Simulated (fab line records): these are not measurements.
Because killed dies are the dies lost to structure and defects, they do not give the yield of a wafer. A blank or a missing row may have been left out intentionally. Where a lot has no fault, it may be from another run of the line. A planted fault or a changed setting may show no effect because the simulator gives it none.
Chamber matching | flow nand harc | NHARC_A_SLIT_DEP_23 on pecvd-03: 3 sister chambers
The step deposits SiON, target thk 100 nm. 3 wafers are shown with their chamber, then 9 later ones without.

== WAFERS, EACH WITH ITS CHAMBER ==
wafer  | chamber | showerhead vpp V (V)
L087.1 | 2       | 1130
L087.2 | 1       | 1253
L087.6 | 0       | 1145

== WAFERS MISSING THEIR CHAMBER ==
wafer  | showerhead vpp V (V)
L085.1 | 1141
L085.2 | 1147
L085.5 | 1256
L088.1 | 1143
L088.5 | 1136
L088.6 | 1251
L091.1 | 1223
L091.4 | 1165
L091.5 | 1221

== WHICH CHAMBER EACH ONE RAN IN ==
wafer  | from the rows above     | in truth
L085.1 | can't be placed: 0 or 2 | 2
L085.2 | can't be placed: 0 or 2 | 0
L085.5 | 1                       | 1
L088.1 | can't be placed: 0 or 2 | 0
L088.5 | can't be placed: 2 or 0 | 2
L088.6 | 1                       | 1
L091.1 | 1                       | 1
L091.4 | can't be placed: 0 or 2 | 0
L091.5 | 1                       | 1
Correct placement for 4 of the 9. These rows do not allow placing 5 (true chamber among the candidates in 5). 0 placed wrongly.
How it was worked out, from the rows above alone: a wafer's distance from a chamber is the root of the sum, over the readings, of the square of ((its reading less the chamber's mean) divided by the reading's scatter). The wafer belongs to the nearest chamber; if the next one is less than 2 further off, it can't be placed. The mean given for a chamber averages the wafers shown for that chamber. The scatter: with one shown wafer a chamber, the root of the mean of the squares of how far each hidden wafer lies from its nearest shown one.
